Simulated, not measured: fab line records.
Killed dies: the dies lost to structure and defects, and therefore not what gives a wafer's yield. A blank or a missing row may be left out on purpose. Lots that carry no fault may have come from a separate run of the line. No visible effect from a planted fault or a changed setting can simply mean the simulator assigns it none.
Comparing a struck lot with a sound one / flow n5-finfet / 25 out of 1938 route steps
Sound: wafers L806.1, L806.3, L806.4. The struck wafers were L812.1, L812.3, L812.5. The cause comes at the end.
At each step with rows: each side's tool, then ch and its chambers, then its first start. Under that, the readings that differ: sound wafers / struck wafers / difference of the means / sigmas: that difference in standard deviations of wafers without a fault.
alike: same words and numbers on both sides, and readings whose means sit less than 2 such deviations apart. not compared: any withheld reading, any reading some wafer has no value for, any bound like >300 that may hide the same value, and any number with overlapping values for which the record gives no deviation.
A row with sigmas, a row that says differs or no value, or rows on one side alone: a step with any of these is where the two part. Numbers that have no deviation but don't overlap get no sigmas and don't part them. Lack of a reading on every wafer of one side parts them only where that side has two or more wafers.

first, 5 steps without rows for these wafers: N5_BEOL_M0_SAQP_EBR_10; N5_BEOL_M0_SAQP_SOFTBAKE_09 (time 60 s); N5_BEOL_M0_SAQP_EXPOSE_11 (exposes mask M0 CORE, target cd 42 nm); N5_BEOL_M0_SAQP_PEB_12 (peb time 60 s); N5_BEOL_M0_SAQP_DEVELOP_13 (develop time 30 s).
N5_BEOL_M0_SAQP_CD_MEAS_14: the cd target is 42.5 nm.
  sound on cd-sem-01 ch 0, day 6 12:25; struck on cd-sem-01 ch 0, day 8 06:02
  alike: cd-nm
N5_BEOL_M0_SAQP_OVL_MEAS_15:
  sound on overlay-02 ch 0, day 6 12:27; struck on overlay-02 ch 0, day 8 06:04
  alike: M0_CORE_OVL
N5_BEOL_M0_SAQP_INSPECT_16: inspects for defects (brightfield).
  struck on defect-inspect-02, day 8 06:05; sound on defect-inspect-02, day 6 12:28
  alike: raw-defect-count
N5_BEOL_M0_SAQP_DESCUM_19: chemistry O2, time 7.9 s.
  sound on rie-diel-01 ch 1,2,3, day 6 12:38; struck on rie-diel-05 ch 0,1, day 8 06:07
reading=showerhead-plenum-p-Torr (Torr); sound=2.07 2.01 2.09; struck=2.11 2.24 2.24; difference=+0.14; sigmas=+2
  alike: drypump-motor-current-A, oes-product-au, rf-vpp-V, throttle-valve-pct
  not compared: rf-hours-counter-h
then, 1 step without rows for these wafers: N5_BEOL_M0_SAQP_ETCH_83 (etches SiARC in CF4, target depth 39 nm, time 65 s).
N5_BEOL_M0_SAQP_ETCH_84: etches SOC in N2/H2, target depth 100 nm, overetch 20 nm, time 150 s.
  sound on rie-diel-01 ch 1,2,3, day 6 12:43; struck on rie-diel-05 ch 0,1, day 8 06:13
reading=rf-vpp-V (V); sound=523.0 521.6 523.5; struck=523.0 528.6 528.7; difference=+4.1; sigmas=+2
reading=showerhead-plenum-p-Torr (Torr); sound=2.51 2.45 2.54; struck=2.55 2.71 2.71; difference=+0.16; sigmas=+2
  alike: drypump-motor-current-A, oes-product-au, throttle-valve-pct
  not compared: rf-hours-counter-h
then, 1 step without rows for these wafers: N5_BEOL_M0_SAQP_STRIP_80 (strips in N2/H2).
N5_BEOL_M0_SAQP_HM_OPEN_112: chemistry CHF3/O2, target SiO2, stops on a-Si, target depth 12 nm, time 13.5 s.
  sound on rie-diel-01 ch 1,2,3, day 6 12:49; struck on rie-diel-05 ch 0,1, day 8 06:19
  no value came back on the struck wafers for any of 8 readings (CHF3_flow_sccm (sccm), O2_flow_sccm (sccm) and others); on the sound wafers CHF3_flow_sccm (sccm) reads 50.25 50.00 50.17
reading=model.SiARC_of_BEOL_M0_SAQP_COAT_82.thk-nm (nm); sound=5.4 5.2 4.8; struck=24.2 24.4 24.2; difference=+19.1; sigmas=
then, 1 step without rows for these wafers: N5_BEOL_M0_SAQP_STRIP_113 (strips in CHF3/O2).
N5_BEOL_M0_SAQP_MANDREL_ETCH_20: etches a-Si in HBr/Cl2, stops on SiNx, target depth 60 nm, bt time 10 s, time 30 s.
  sound on rie-si-05 ch 0,1,2, day 6 12:54; struck on rie-si-05 ch 1,2,3, day 8 06:24
reading=oes-product-au (a.u.); sound=0.778 0.784 0.777; struck=0.334 0.331 0.319; difference=-0.452; sigmas=-38
reading=throttle-valve-pct (%); sound=35.2 35.1 35.1; struck=35.9 35.9 36.4; difference=+0.9; sigmas=+2
  alike: drypump-motor-current-A
  not compared: rf-hours-counter-h
N5_BEOL_M0_SAQP_STRIP_86: strips in N2/H2.
  sound on rie-diel-05 ch 0,1,3, day 6 13:00; struck on rie-diel-04 ch 1,2,3, day 8 06:30
reading=drypump-motor-current-A (A); sound=5.2 5.4 5.6; struck=5.9 6.3 6.2; difference=+0.7; sigmas=+2
  alike: oes-product-au, rf-vpp-V, showerhead-plenum-p-Torr, throttle-valve-pct
  not compared: rf-hours-counter-h
then, 2 steps without rows for these wafers: N5_BEOL_M0_SAQP_STRIP_115 (strips in post etch residue remover, time 60 s); N5_BEOL_M0_SAQP_SRD_93 (time 30 s).
N5_BEOL_M0_SAQP_RECESS_114: chemistry HF/NH3, target SiO2, target depth 14.4 nm, afs cycles 3, sublimation time 60 s.
  sound on vapor-etch-01 ch 0,1, day 6 13:10; struck on vapor-etch-01 ch 0,1, day 8 06:38
  alike: drypump-motor-current-A, foreline-p-Torr
then, 2 steps without rows for these wafers: N5_BEOL_M0_SAQP_SPACER1_ALD_98 (deposits SiO2, target thk 12.8 nm, pulse time 1 s, purge time 2 s); N5_BEOL_M0_SAQP_SPACER1_ETCHBACK_99 (etches SiO2 in CHF3/O2, target depth 15.4 nm, time 7.7 s).
N5_BEOL_M0_SAQP_MANDREL1_REMOVE_100: chemistry HBr/Cl2/O2, target a-Si, stops on SiNx, bt time 10 s.
  sound on rie-si-05 ch 0,1,3, day 6 14:08; struck on rie-si-03 ch 0,1,2, day 8 07:43
reading=oes-product-au (a.u.); sound=0.990 1.005 1.021; struck=0.389 0.373 0.368; difference=-0.629; sigmas=-42
  alike: O2_flow_sccm, drypump-motor-current-A, throttle-valve-pct
  not compared: rf-hours-counter-h
N5_BEOL_M0_SAQP_CD_MEAS_25: the cd target is 13.1 nm.
  sound on cd-sem-01 ch 0, day 6 14:14; struck on cd-sem-03 ch 0, day 8 07:49
reading=cd-nm (nm); sound=12.81 12.70 12.76; struck=- - -; difference=no value on the struck wafers; sigmas=
N5_BEOL_M0_SAQP_ETCH_101: etches SiNx in CH3F/O2, target depth 29.9 nm, time 42.7 s.
  sound on rie-diel-01 ch 0,2,3, day 6 14:16; struck on rie-diel-04 ch 1,2,3, day 8 08:06
reading=drypump-motor-current-A (A); sound=5.4 5.3 5.7; struck=6.3 5.9 6.2; difference=+0.7; sigmas=+2
  alike: O2_flow_sccm, oes-product-au, rf-vpp-V, showerhead-plenum-p-Torr, throttle-valve-pct
  not compared: rf-hours-counter-h
N5_BEOL_M4_RC_MEAS_101:
  the record has rows for the sound wafers here (prober-01 ch 0, day 9 17:58) and none for the struck ones

== WHERE THEY PART ==
At N5_BEOL_M0_SAQP_DESCUM_19 first; at N5_BEOL_M4_RC_MEAS_101 last (within this record only).

WHY: the cause the simulator had injected
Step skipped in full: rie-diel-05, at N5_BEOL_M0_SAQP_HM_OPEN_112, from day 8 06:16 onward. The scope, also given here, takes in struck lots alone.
